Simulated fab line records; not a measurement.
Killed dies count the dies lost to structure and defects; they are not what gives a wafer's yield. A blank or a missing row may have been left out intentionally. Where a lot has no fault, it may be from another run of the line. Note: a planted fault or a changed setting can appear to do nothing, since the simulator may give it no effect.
A lot that was struck, set against a sound lot -- flow n5Finfet -- 43 steps out of a route of 1938
Sound: the wafers L752.1, L752.3, L752.5. Struck: wafer L759.5 (L759.1, L759.6, from the same lot, were not struck and are left out); the cause is given at the end.
At each step with rows: each side's tool, then ch and its chambers, then its first start. Under that, the readings that differ: sound wafers -- struck wafers -- difference of the means -- sigmas: that difference in standard deviations of wafers without a fault.
alike: words and numbers the same on both sides, and readings whose means are apart by under 2 such deviations; not compared: readings that were withheld, readings missing a value for some wafer, numbers with overlapping values and no deviation given by the record, and bounds like >300 which may hide the same value.
Wherever a step has rows on one side only, a row that says differs or no value, or a row with sigmas, the two part there. Non-overlapping numbers with no deviation appear without sigmas and do not part them. Lack of a reading on every wafer of one side parts them only where that side has two or more wafers.

first, 3 steps without rows for these wafers: N5_BEOL_M1_ETCH_77 (etches underlayer in N2/H2, target depth 6.5 nm, time 5.2 s); N5_BEOL_M1_ETCH_69 (etches SiARC in CF4, target depth 15.6 nm, time 26 s); N5_BEOL_M1_ALD_98 (deposits SiO2, target thk 2.5 nm, pulse time 1 s, co reactant pulse time 1 s).
N5_BEOL_M1_ETCHBACK_99: etches SiO2 in CHF3, target depth 5 nm, time 10.4 s.
  sound on rieDiel-03 ch 0,3, day 8 02:55; struck on rieDiel-03 ch 2, day 9 04:21
reading,sound,struck,difference,sigmas
CHF3_flow_sccm (sccm),12.02 12.00 12.05,11.95,-0.07,-2
  alike: drypumpMotorCurrentA, oesProductAu, rfVppV, showerheadPlenumPTorr, throttleValvePct
  not compared: rfHoursCounterH
then, 7 steps without rows for these wafers: N5_BEOL_M1_ETCH_70 (etches SOC in N2/H2, target depth 80 nm, overetch 16 nm, time 120 s); N5_BEOL_M1_STRIP_71 (strips in N2/H2); N5_BEOL_M1_STRIP_78 (strips in N2/H2); N5_BEOL_M1_VIA_ETCH_34 (etches the open film in C4F6/O2, target depth 67.8 nm, time 64.4 s); N5_BEOL_M1_STRIP_83 (strips in C4F6/O2); N5_BEOL_M1_STRIP_36 (strips in N2/H2); N5_BEOL_M1_TRENCH_ETCH_37 (etches SiOC in C4F6/O2, target depth 55.207 nm, time 29 s).
N5_BEOL_M1_ETCH_41: etches SiCN in CH3F/O2, target depth 31.9 nm, time 57.8 s.
  sound on rieDiel-03 ch 0,3; struck on rieDiel-03 ch 2
  alike: drypumpMotorCurrentA, oesProductAu, rfVppV, showerheadPlenumPTorr, throttleValvePct
  not compared: rfHoursCounterH
N5_BEOL_M1_STRIP_97: strips in N2/H2, time 10 s.
  sound on rieDiel-03 ch 0,3, day 8 03:14; struck on rieDiel-03 ch 2, day 9 04:40
  alike: drypumpMotorCurrentA, oesProductAu, rfVppV, showerheadPlenumPTorr, throttleValvePct
  not compared: rfHoursCounterH
N5_BEOL_M1_OCD_MEAS_38:
  sound on ocd-01 at day 8 03:19; struck on ocd-01 at day 9 04:44
  alike: trenchDepthNm
then, 4 steps without rows for these wafers: N5_BEOL_M1_HM_STRIP_39 (strips TiN in peroxide tin strip, target depth 25 nm, time 158 s); N5_BEOL_M1_SRD_40 (time 30 s); N5_BEOL_M1_PRECLEAN_42 (cleans in residue remover, time 60 s); N5_BEOL_M1_SRD_43 (time 30 s).
N5_BEOL_M1_CD_MEAS_35: target cd 18 nm, target cd y 21 nm.
  sound on cdSem-03 at day 8 03:28; struck on cdSem-02 at day 9 04:53
  alike: cdNm
then, 2 steps without rows for these wafers: N5_BEOL_M1_DEGAS_44 (time 60 s); N5_BEOL_M1_PRE_CLEAN_45 (time 30 s).
N5_BEOL_M1_ALD_84: deposits TaN, pulse time 2 s, purge time 3 s, co reactant purge time 2 s.
  sound on aldMetal-01 ch 1,2,3, day 8 03:52; struck on aldMetal-03 ch 3, day 9 05:13
  alike: heaterPowerOuterW, heaterPowerW, precursorVesselTempC
then, 15 steps without rows for these wafers: N5_BEOL_M1_SURFACE_TREAT_85; N5_BEOL_M1_CVD_47 (deposits Co from CCTBA/H2, target thk 3 nm, time 223.8 s); N5_BEOL_M1_SPUTTER_48 (material Cu, target thk 4.5 nm, time 8.29 s); N5_BEOL_M1_ANNEAL_49 (time 240 s); N5_BEOL_M1_SPUTTER_79 (material Cu, target thk 4.5 nm, time 8.29 s); N5_BEOL_M1_ANNEAL_80 (time 240 s); N5_BEOL_M1_SPUTTER_81 (material Cu, target thk 4.5 nm, time 8.29 s); N5_BEOL_M1_ANNEAL_82 (time 240 s); N5_BEOL_M1_SPUTTER_86 (material Cu, target thk 4.5 nm, time 8.29 s); N5_BEOL_M1_ANNEAL_87 (time 240 s); N5_BEOL_M1_SPUTTER_88 (material Cu, target thk 4.5 nm, time 8.29 s); N5_BEOL_M1_ANNEAL_89 (time 240 s); N5_BEOL_M1_SPUTTER_90 (material Cu, target thk 4.5 nm, time 8.29 s); N5_BEOL_M1_ANNEAL_91 (time 240 s); N5_BEOL_M1_SPUTTER_92 (material Cu, target thk 4.5 nm, time 8.29 s).
N5_BEOL_M1_ANNEAL_93: time 240 s.
  sound on pvdSputter-03 at day 8 05:59; struck on pvdSputter-01 at day 9 08:44
  alike: heaterPowerW
N5_BEOL_M1_SPUTTER_94: material Cu, target thk 4.5 nm, time 8.29 s.
  sound on pvdSputter-03 at day 8 06:07; struck on pvdSputter-01 at day 9 08:53
  alike: throttleValvePct
then, 3 steps without rows for these wafers: N5_BEOL_M1_ANNEAL_95 (time 240 s); N5_BEOL_M1_SPUTTER_96 (material Cu, target thk 4.5 nm, time 8.29 s); N5_BEOL_M1_ECD_50 (material Cu, target thk 300 nm).
-- record jumps: 7 days separate the struck wafers' starts on either side; left off in module BEOL_M1, taken up again in module PASSIVATION, whose first shown step is the route's number 1936 --
N5_PASSIVATION_PROBE_49:
  sound on prober-01 at day 14 21:04; struck on prober-02 at day 16 10:16
reading,sound,struck,difference,sigmas
defectLimitedYield (%),91.3,81.9,-9.4,-7
killed_at_M0_to_M3,49,164,+115,+10
killedDies,103,213,+110,+7
sort_bin_5_function (%),5.7,11.8,+6.1,+7
sort_bin_6_memory (%),2.8,4.2,+1.4,+2
sortNPass,1077,967,-110,-7
sortYieldPct (%),91.3,81.9,-9.4,-7
  alike: killed_at_M4_up, killedAtContacts, killedAtFrontEnd, killedAtOther, killedOpen, killedShort

WHERE THEY PART
Earliest at N5_BEOL_M1_ETCHBACK_99; latest, in this record, at N5_PASSIVATION_PROBE_49.

WHY: what had been put in by the simulator
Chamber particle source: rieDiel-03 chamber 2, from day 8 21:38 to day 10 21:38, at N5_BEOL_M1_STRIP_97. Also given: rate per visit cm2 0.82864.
